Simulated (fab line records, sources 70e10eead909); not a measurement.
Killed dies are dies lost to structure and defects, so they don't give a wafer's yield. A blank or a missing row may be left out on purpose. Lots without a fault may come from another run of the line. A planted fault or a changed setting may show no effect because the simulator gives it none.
fab line records | flow nand_harc
record lots=6 wafers=18 last_day=32
route steps=1302 shown A_STAIRCASE@690 END@1302
lots that met no fault: from a run of the same line without faults
start_h: hours from the record's first day to the start of the lot's first wafer shown | wait_h: hours since the lot's step before | " the same as in the row above | L1.1+2: a row that stands for several wafers | - no value, or no start given | * or withheld: withheld | < > ~ a bound
route shown NAME@n: a module of which the file shows steps, and the number in the route of the first | usual: mean/standard deviation of fault-free wafers | same: alike in all rows | chamber/n: place in a boat | sites: the reading at each site | _std_site: their standard deviation | _edge_site: outer sites' mean less inner sites' | radius_mm: how far each site lies from the wafer's centre | mask NAME#n: copy n | behind: the tool/chamber that last shaped the wafer | hold: why the lot was held/for how many hours/how that ended | device: the transistor (n, p or np) that didn't switch | end of line: the same wafers' tests at the end of the route | a step without rows: its recipe alone | killed: dies lost to structure and defects at the first sort, not the wafer's yield | map: a wafer's dies, x killed, . not, _ none there
set.NAME: the setting as run; set.NAME@STEP: as run at that earlier step | model.NAME: the simulator's own value behind a step, which no gauge read
lots at some steps of the route; a table a step, a row a wafer
services: from which hour (start_h, from the record's first day; less than 0 if before it) a tool's chamber was out of use, for how many hours, and why
## steps
# step NHARC_A_STAIRCASE_DEHYDRATE_176
# recipe temp_c=150 time_s=120
# step NHARC_A_STAIRCASE_HMDS_177
# recipe time_s=30
# step NHARC_A_STAIRCASE_COAT_178
# recipe spin_rpm=1200
# step NHARC_A_STAIRCASE_SOFTBAKE_179
# recipe temp_c=135 time_s=170
# step NHARC_A_STAIRCASE_EBR_180
# step NHARC_A_STAIRCASE_EXPOSE_181
# recipe na=0.5 dose_mj=27.87 mask_id=STAIR_2
# step NHARC_A_STAIRCASE_PEB_182
# recipe peb_temp_c=115 peb_time_s=130
# step NHARC_A_STAIRCASE_DEVELOP_183
# recipe time_s=140
# step NHARC_A_STAIRCASE_HARDBAKE_185
# recipe temp_c=120 time_s=140
# step NHARC_A_STAIRCASE_DESCUM_186
# recipe time_s=3 o2_flow_sccm=200 ar_flow_sccm=0 bias_power_w=0 chemistry=O2
# usual drypump_motor_current_A=5.8/0.5 oes_product_au=1.000/0.013 rf_vpp_V=57.6/0.92 showerhead_plenum_p_Torr=1.87/0.088 throttle_valve_pct=11.310/0.0092
# columns lot.wafer tool chamber start_h wait_h drypump_motor_current_A oes_product_au rf_hours_counter_h rf_vpp_V showerhead_plenum_p_Torr throttle_valve_pct
L241.3 rie_diel-10 0 396.54 - 6.1 0.993 46 57.5 1.78 11.317
L241.4 " 3 " " 6.1 0.975 46 57.2 1.91 11.315
L241.5 " 1 " " 5.2 0.998 - 58.1 1.98 11.320
L243.1 rie_diel-04 0 406.71 - 5.4 0.985 12 56.4 1.79 11.316
L243.6 " 3 " " 6.6 1.028 - 58.0 1.97 11.317
L243.5 " 0 " " 5.3 0.990 - 57.0 1.79 11.326
L244.1 rie_diel-10 0 406.90 - 6.1 1.000 51 57.2 1.78 11.304
L244.3 " 1 " " 5.2 1.015 48 58.4 1.98 11.318
L244.6 " 3 " " 6.0 0.985 - 58.1 1.91 11.310
L245.1 rie_diel-04 0 418.06 - 5.3 0.996 18 57.2 1.79 11.322
L245.2 " 2 " " 5.7 1.026 16 55.9 1.79 11.311
L245.5 " 0 " " 5.3 1.003 - 57.7 1.79 11.305
L256.2 rie_diel-04 1 547.73 - 6.6 1.003 1 56.4 1.95 11.302
L256.5 " 2 " " 5.7 0.991 - 58.1 1.78 11.300
L256.6 " 3 " " 6.6 1.003 - 57.9 1.95 11.297
L258.1 rie_diel-05 3 558.21 - 5.6 0.972 42 59.5 2.04 11.315
L258.2 " 0 " " 5.8 1.004 42 57.4 1.93 11.315
L258.5 " 3 " " 5.7 0.982 - 58.7 2.04 11.304
# step NHARC_A_STAIRCASE_TRIM_187
# recipe time_s=211.2 o2_flow_sccm=500 ar_flow_sccm=0 bias_w=0 chemistry=O2
# usual drypump_motor_current_A=5.9/0.48 oes_product_au=1.002/0.014 rf_vpp_V=57.6/0.87 showerhead_plenum_p_Torr=3.46/0.15 throttle_valve_pct=17.036/0.01
# columns lot.wafer tool chamber start_h wait_h drypump_motor_current_A oes_product_au rf_hours_counter_h rf_vpp_V showerhead_plenum_p_Torr throttle_valve_pct
L241.3 rie_diel-10 0 396.64 0.1 6.2 0.990 46 55.4 3.31 17.035
L241.4 " 1 " " 5.2 1.004 43 57.6 3.65 17.024
L241.5 " 3 " " 6.1 0.980 - 57.4 3.52 17.053
L243.1 rie_diel-04 1 406.82 0.1 6.6 0.996 13 57.9 3.61 17.034
L243.5 " 3 " " 6.6 1.020 - 59.9 3.62 17.038
L243.6 " 0 " " 5.3 0.985 - 57.0 3.32 17.044
L244.1 rie_diel-10 1 407.01 0.1 5.2 1.007 48 56.9 3.65 17.040
L244.3 " 2 " " 5.6 1.001 49 56.9 3.30 17.031
L244.6 " 3 " " 6.1 0.996 - 57.7 3.52 17.017
L245.1 rie_diel-04 0 418.15 0.1 5.4 0.997 18 57.1 3.32 17.046
L245.2 " 2 " " 5.7 1.024 16 57.4 3.32 17.023
L245.5 " 1 " " 6.6 1.011 - 57.6 3.61 17.022
L256.2 rie_diel-04 3 547.80 0.1 6.6 1.010 1 58.6 3.60 17.033
L256.6 " 2 " " 5.7 1.000 - 57.3 3.30 17.033
L256.5 " 3 " " 6.6 1.008 - 57.9 3.60 17.033
L258.2 rie_diel-05 2 558.31 0.1 5.5 1.014 41 56.8 3.44 17.039
L258.1 " 3 " " 5.7 0.985 42 58.5 3.75 17.049
L258.5 " 1 " " 5.1 1.002 - 56.8 3.41 17.016
# step NHARC_A_STAIRCASE_ETCH_188
# recipe target_depth_a=1000 time_s=40.5 ion_energy_ev=400 c4f8_flow_sccm=20 o2_flow_sccm=10 ar_flow_sccm=withheld rf_w=600 bias_w=1000 chemistry=C4F8/O2
# usual oes_product_au=0.946/0.015 rf_vpp_V=893/5.6 run_length_s=61.8/0.47
# columns lot.wafer tool chamber start_h wait_h oes_product_au rf_hours_counter_h rf_vpp_V run_length_s
L241.3 rie_diel-10 0 396.79 - 0.940 46 887 61.5
L241.4 " 1 " " 0.961 43 901 62.3
L241.5 " 3 " " 0.934 - 895 62.5
L243.1 rie_diel-04 1 406.95 - 0.943 13 900 40.1
L243.5 " 0 " " 0.934 - 888 40.6
L243.6 " 1 " " 0.945 - 899 40.0
L244.3 rie_diel-10 1 407.14 - 0.968 48 901 61.9
L244.1 " 2 " " 0.955 49 888 61.9
L244.6 " 3 " " 0.928 - 896 63.1
L245.1 rie_diel-04 0 418.30 - 0.934 19 890 40.0
L245.2 " 2 " " 0.982 16 887 40.9
L245.5 " 1 " " 0.951 - 900 40.9
L256.2 rie_diel-04 3 547.94 - 0.950 1 899 61.0
L256.5 " 3 " " 0.939 - 898 61.2
L256.6 " 0 " " 0.956 - 886 62.1
L258.1 rie_diel-05 1 558.46 - 0.947 40 891 62.0
L258.2 " 3 " " 0.946 42 905 61.7
L258.5 " 0 " " 0.963 - 897 61.7
# step NHARC_A_STAIRCASE_TRIM_189
# recipe time_s=211.2 o2_flow_sccm=500 ar_flow_sccm=0 bias_w=0 chemistry=O2
# usual drypump_motor_current_A=5.9/0.48 oes_product_au=1.001/0.014 rf_vpp_V=57.5/0.93 showerhead_plenum_p_Torr=3.46/0.15 throttle_valve_pct=17.037/0.0095
# columns lot.wafer tool chamber start_h wait_h drypump_motor_current_A oes_product_au rf_hours_counter_h rf_vpp_V showerhead_plenum_p_Torr throttle_valve_pct
L241.4 rie_diel-10 3 - - 6.1 0.993 47 56.3 3.52 17.048
L241.3 " 1 " " 5.2 1.017 43 59.6 3.65 17.044
L241.5 " 2 " " 5.6 1.002 - 56.4 3.30 17.029
L243.1 rie_diel-04 0 - - 5.4 0.989 12 57.7 3.32 17.026
L243.6 " 2 " " 5.8 1.013 - 57.4 3.32 17.047
L243.5 " 3 " " 6.6 1.015 - 58.5 3.62 17.050
L244.3 rie_diel-10 2 - - 5.6 1.004 49 56.3 3.30 17.016
L244.1 " 1 " " 5.2 0.989 48 58.5 3.65 17.040
L244.6 " 2 " " 5.6 0.991 - 56.5 3.30 17.036
L245.1 rie_diel-04 0 - - 5.4 1.003 19 57.6 3.32 17.023
L245.2 " 2 " " 5.8 1.032 16 58.2 3.32 17.049
L245.5 " 1 " " 6.6 1.007 - 56.9 3.61 17.043
L256.2 rie_diel-04 2 - - 5.7 0.998 1 56.5 3.30 17.031
L256.5 " 3 " " 6.6 1.006 - 58.3 3.60 17.042
L256.6 " 0 " " 5.3 1.002 - 56.5 3.30 17.030
L258.1 rie_diel-05 2 - - 5.5 1.021 41 57.6 3.44 17.011
L258.2 " 3 " " 5.7 0.973 42 58.7 3.75 17.036
L258.5 " 3 " " 5.7 0.973 - 58.2 3.75 17.024
# step NHARC_END_SORT_01
# recipe temp_c=25
# usual killed_at_array=52/17 killed_at_other=1.2/1.4 killed_at_periphery=4.7/2.9 killed_dies=58/17 killed_open=3.2/1.9 killed_short=2.4/1.4
# same gross_dies=677
# columns lot.wafer tool chamber start_h wait_h killed_at_array killed_at_other killed_at_periphery killed_dies killed_open killed_short
L241.3 prober-02 0 600.30 3.1 74 0 1 75 3 4
L241.4 prober-02 0 601.09 3.4 49 1 8 58 4 3
L241.5 prober-02 0 601.88 3.7 73 2 2 77 2 5
L243.1 prober-02 0 624.86 2.5 672 0 5 677 1 2
L243.5 prober-02 0 628.08 3.7 665 0 12 677 6 0
L243.6 prober-02 0 628.89 4.0 673 0 4 677 1 2
L245.1 prober-01 0 628.17 2.5 667 2 8 677 1 1
L245.2 prober-01 0 628.97 2.8 664 0 13 677 3 2
L245.5 prober-01 0 631.36 3.7 669 1 7 677 2 4
L256.2 prober-02 0 765.75 2.8 33 2 11 46 6 4
L256.5 prober-02 0 768.11 3.6 42 2 5 49 4 2
L256.6 prober-02 0 768.90 3.9 30 1 8 39 2 2
L258.1 prober-01 0 769.88 2.5 79 0 2 81 1 2
L258.2 prober-01 0 770.67 2.8 74 0 6 80 4 4
L258.5 prober-01 0 773.06 3.7 65 0 8 73 1 6
# killed by level:class
L241.3 A_CHANNEL_HOLE_D2:chamber_film_flake=26 A_SLIT:chamber_film_flake=24 A_STAIRCASE:chamber_film_flake=7 A_CHANNEL_HOLE_D1:chamber_film_flake=5 A_CONTACT:chamber_film_flake=3 A_WL_FILL:geometric_particle:short=2 A_CHANNEL_FILL_D1:chamber_film_flake=2 A_SOURCE_PLATE:geometric_particle:short=1
L241.4 A_CHANNEL_HOLE_D2:chamber_film_flake=19 A_SLIT:chamber_film_flake=12 A_STAIRCASE:chamber_film_flake=10 P_M2:chamber_film_flake=4 P_ZERO_WELL:chamber_film_flake=2 A_CHANNEL_HOLE_D1:chamber_film_flake=2 P_GATE:geometric_particle:open=1 P_M1:geometric_particle:open=1
L241.5 A_SLIT:chamber_film_flake=30 A_CHANNEL_HOLE_D2:chamber_film_flake=24 A_STAIRCASE:chamber_film_flake=8 A_CONTACT:chamber_film_flake=3 A_ONON_D2:geometric_particle:short=2 THIN_TSV:chamber_film_flake=2 P_GATE:geometric_particle:short=1 P_M1:geometric_particle:open=1
L243.1 A_STAIRCASE:area_etch=637 A_CHANNEL_HOLE_D2:chamber_film_flake=21 A_SLIT:chamber_film_flake=3 A_CONTACT:chamber_film_flake=3 P_GATE:chamber_film_flake=2 A_CHANNEL_HOLE_D1:chamber_film_flake=2 P_BONDPAD:geometric_particle:short=1 A_CHANNEL_FILL_D1:geometric_particle:short=1
L243.5 A_STAIRCASE:area_etch=626 A_CHANNEL_HOLE_D2:chamber_film_flake=28 P_ZERO_WELL:chamber_film_flake=3 P_M2:chamber_film_flake=3 A_BLC:geometric_particle:open=2 A_DECK1_JOINT:chamber_film_flake=2 P_STI:chamber_film_flake=2 P_GATE:chamber_film_flake=2
L245.1 A_STAIRCASE:area_etch=624 A_SLIT:chamber_film_flake=15 A_CHANNEL_HOLE_D2:chamber_film_flake=9 A_CONTACT:chamber_film_flake=9 P_GATE:chamber_film_flake=4 A_CHANNEL_HOLE_D1:chamber_film_flake=3 A_STAIRCASE:chamber_film_flake=3 P_STI:chamber_film_flake=2
L243.6 A_STAIRCASE:area_etch=643 A_CHANNEL_HOLE_D2:chamber_film_flake=17 A_CHANNEL_HOLE_D1:chamber_film_flake=4 A_SLIT:chamber_film_flake=2 A_CONTACT:chamber_film_flake=2 P_M0:geometric_particle:short=1 A_SGD_CUT:geometric_particle:open=1 A_WL_FILL:geometric_particle:short=1
L245.2 A_STAIRCASE:area_etch=613 A_SLIT:chamber_film_flake=30 P_GATE:chamber_film_flake=7 A_CHANNEL_HOLE_D2:chamber_film_flake=6 A_CONTACT:chamber_film_flake=5 A_DECK1_JOINT:chamber_film_flake=4 P_STI:chamber_film_flake=2 P_BONDPAD:chamber_film_flake=2
L245.5 A_STAIRCASE:area_etch=608 A_SLIT:chamber_film_flake=31 A_CONTACT:chamber_film_flake=9 A_CHANNEL_HOLE_D2:chamber_film_flake=8 A_CHANNEL_HOLE_D1:chamber_film_flake=5 P_STI:chamber_film_flake=3 A_DECK1_JOINT:chamber_film_flake=3 P_GATE:geometric_particle:short=1
L256.2 A_CHANNEL_HOLE_D1:chamber_film_flake=12 P_BONDPAD:chamber_film_flake=7 A_CONTACT:chamber_film_flake=6 A_SLIT:chamber_film_flake=4 A_DECK1_JOINT:chamber_film_flake=3 P_CONTACT:geometric_particle:open=2 A_WL_FILL:geometric_particle:open=2 A_STAIRCASE:chamber_film_flake=2
L256.5 A_CHANNEL_HOLE_D1:chamber_film_flake=14 A_SLIT:chamber_film_flake=7 A_CONTACT:chamber_film_flake=7 P_BONDPAD:chamber_film_flake=5 A_WL_FILL:chamber_film_flake=4 A_STAIRCASE:chamber_film_flake=2 THIN_TSV:chamber_film_flake=2 A_ONON_D1:geometric_particle:open=1
L256.6 A_CHANNEL_HOLE_D1:chamber_film_flake=10 A_CONTACT:chamber_film_flake=9 P_BONDPAD:chamber_film_flake=6 A_SLIT:chamber_film_flake=4 A_WL_FILL:chamber_film_flake=2 P_M0:geometric_particle:open=1 A_SGD_CUT:geometric_particle:short=1 A_WL_FILL:geometric_particle:short=1
L258.1 A_SLIT:chamber_film_flake=25 A_CHANNEL_HOLE_D2:chamber_film_flake=20 A_CHANNEL_HOLE_D1:chamber_film_flake=14 A_CONTACT:chamber_film_flake=7 A_BLC:chamber_film_flake=5 A_WL_FILL:chamber_film_flake=3 P_ZERO_WELL:chamber_film_flake=2 A_STAIRCASE:chamber_film_flake=2
L258.2 A_CHANNEL_HOLE_D2:chamber_film_flake=30 A_SLIT:chamber_film_flake=22 A_CONTACT:chamber_film_flake=5 A_BLC:chamber_film_flake=4 A_CHANNEL_HOLE_D1:chamber_film_flake=3 A_WL_FILL:chamber_film_flake=3 P_ZERO_WELL:chamber_film_flake=2 A_STAIRCASE:chamber_film_flake=2
L258.5 A_SLIT:chamber_film_flake=21 A_CHANNEL_HOLE_D2:chamber_film_flake=19 A_CHANNEL_HOLE_D1:chamber_film_flake=10 A_CONTACT:chamber_film_flake=7 A_STAIRCASE:chamber_film_flake=4 P_M0:geometric_particle:short=3 P_M2:chamber_film_flake=2 P_GATE:geometric_particle:short=1
# map L243.1 (x killed, . not)
____________x____________
_________xxxxxxx_________
_______xxxxxxxxxxx_______
______xxxxxxxxxxxxx______
_____xxxxxxxxxxxxxxx_____
____xxxxxxxxxxxxxxxxx____
____xxxxxxxxxxxxxxxxx____
___xxxxxxxxxxxxxxxxxxx___
___xxxxxxxxxxxxxxxxxxx___
__xxxxxxxxxxxxxxxxxxxxx__
__xxxxxxxxxxxxxxxxxxxxx__
_xxxxxxxxxxxxxxxxxxxxxxx_
_xxxxxxxxxxxxxxxxxxxxxxx_
_xxxxxxxxxxxxxxxxxxxxxxx_
_xxxxxxxxxxxxxxxxxxxxxxx_
_xxxxxxxxxxxxxxxxxxxxxxx_
xxxxxxxxxxxxxxxxxxxxxxxxx
xxxxxxxxxxxxxxxxxxxxxxxxx
xxxxxxxxxxxxxxxxxxxxxxxxx
xxxxxxxxxxxxxxxxxxxxxxxxx
xxxxxxxxxxxxxxxxxxxxxxxxx
_xxxxxxxxxxxxxxxxxxxxxxx_
_xxxxxxxxxxxxxxxxxxxxxxx_
_xxxxxxxxxxxxxxxxxxxxxxx_
_xxxxxxxxxxxxxxxxxxxxxxx_
_xxxxxxxxxxxxxxxxxxxxxxx_
__xxxxxxxxxxxxxxxxxxxxx__
__xxxxxxxxxxxxxxxxxxxxx__
___xxxxxxxxxxxxxxxxxxx___
___xxxxxxxxxxxxxxxxxxx___
____xxxxxxxxxxxxxxxxx____
____xxxxxxxxxxxxxxxxx____
_____xxxxxxxxxxxxxxx_____
______xxxxxxxxxxxxx______
_______xxxxxxxxxxx_______
_________xxxxxxx_________
____________x____________
# map L245.1 (x killed, . not)
____________x____________
_________xxxxxxx_________
_______xxxxxxxxxxx_______
______xxxxxxxxxxxxx______
_____xxxxxxxxxxxxxxx_____
____xxxxxxxxxxxxxxxxx____
____xxxxxxxxxxxxxxxxx____
___xxxxxxxxxxxxxxxxxxx___
___xxxxxxxxxxxxxxxxxxx___
__xxxxxxxxxxxxxxxxxxxxx__
__xxxxxxxxxxxxxxxxxxxxx__
_xxxxxxxxxxxxxxxxxxxxxxx_
_xxxxxxxxxxxxxxxxxxxxxxx_
_xxxxxxxxxxxxxxxxxxxxxxx_
_xxxxxxxxxxxxxxxxxxxxxxx_
_xxxxxxxxxxxxxxxxxxxxxxx_
xxxxxxxxxxxxxxxxxxxxxxxxx
xxxxxxxxxxxxxxxxxxxxxxxxx
xxxxxxxxxxxxxxxxxxxxxxxxx
xxxxxxxxxxxxxxxxxxxxxxxxx
xxxxxxxxxxxxxxxxxxxxxxxxx
_xxxxxxxxxxxxxxxxxxxxxxx_
_xxxxxxxxxxxxxxxxxxxxxxx_
_xxxxxxxxxxxxxxxxxxxxxxx_
_xxxxxxxxxxxxxxxxxxxxxxx_
_xxxxxxxxxxxxxxxxxxxxxxx_
__xxxxxxxxxxxxxxxxxxxxx__
__xxxxxxxxxxxxxxxxxxxxx__
___xxxxxxxxxxxxxxxxxxx___
___xxxxxxxxxxxxxxxxxxx___
____xxxxxxxxxxxxxxxxx____
____xxxxxxxxxxxxxxxxx____
_____xxxxxxxxxxxxxxx_____
______xxxxxxxxxxxxx______
_______xxxxxxxxxxx_______
_________xxxxxxx_________
____________x____________
## services
# columns tool chamber start_h hours kind
rie_diel-04 2 384.20 2.6 repair
rie_diel-04 0 389.32 - clean
rie_diel-04 1 389.32 - clean
rie_diel-04 2 389.32 - clean
rie_diel-04 3 389.32 - clean
rie_diel-05 - 410.51 9.0 pm
rie_diel-04 0 413.87 - clean
rie_diel-04 1 413.87 - clean
rie_diel-04 2 413.87 - clean
rie_diel-04 3 413.87 - clean
rie_diel-10 - 421.86 9.0 pm
rie_diel-05 3 424.54 4.8 repair
rie_diel-04 0 438.37 - clean
rie_diel-04 1 438.37 - clean
rie_diel-04 2 438.37 - clean
rie_diel-04 3 438.37 - clean
rie_diel-04 0 462.87 - clean
rie_diel-04 1 462.87 - clean
rie_diel-04 2 462.87 - clean
rie_diel-04 3 462.87 - clean
rie_diel-10 1 482.68 6.5 repair
rie_diel-04 3 494.50 4.0 repair
rie_diel-04 - 532.68 9.0 pm
rie_diel-10 2 543.91 4.8 repair
## key
first_sign step=NHARC_A_STAIRCASE_ETCH_188 reading=run_length_s direction=down sigmas=45 usual=* struck=*
effect step=NHARC_END_SORT_01 reading=killed_at_array direction=up sigmas=37 usual=52 struck=668
more_kills_born_at NHARC_A_STAIRCASE_ETCH_188@rie_diel-04=3751
met_at NHARC_A_STAIRCASE_ETCH_188
struck_wafers L243.1,L243.5,L243.6,L245.1,L245.2,L245.5
later_rows_left_out L243.1,L243.5,L243.6,L245.1,L245.2,L245.5
tester_left_out L243,L245
fault kind=process_parameter_drift tool=rie_diel-04 chamber=- onset_h=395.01 steps=NHARC_A_STAIRCASE_ETCH_188 channel=time_s offset=* shape=step end_h=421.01 acts_in=* stated=*
# tester_left_out: of these lots the tester's yield and bins aren't shown, on N5 and GAA mostly nor the transistor test; their killed dies are dies lost to structure and defects alone, not to doping, threshold or leakage, so they don't give the yield
# later_rows_left_out: the simulator's readings of these wafers behind a module that went badly wrong aren't trusted and aren't shown, but for the sort
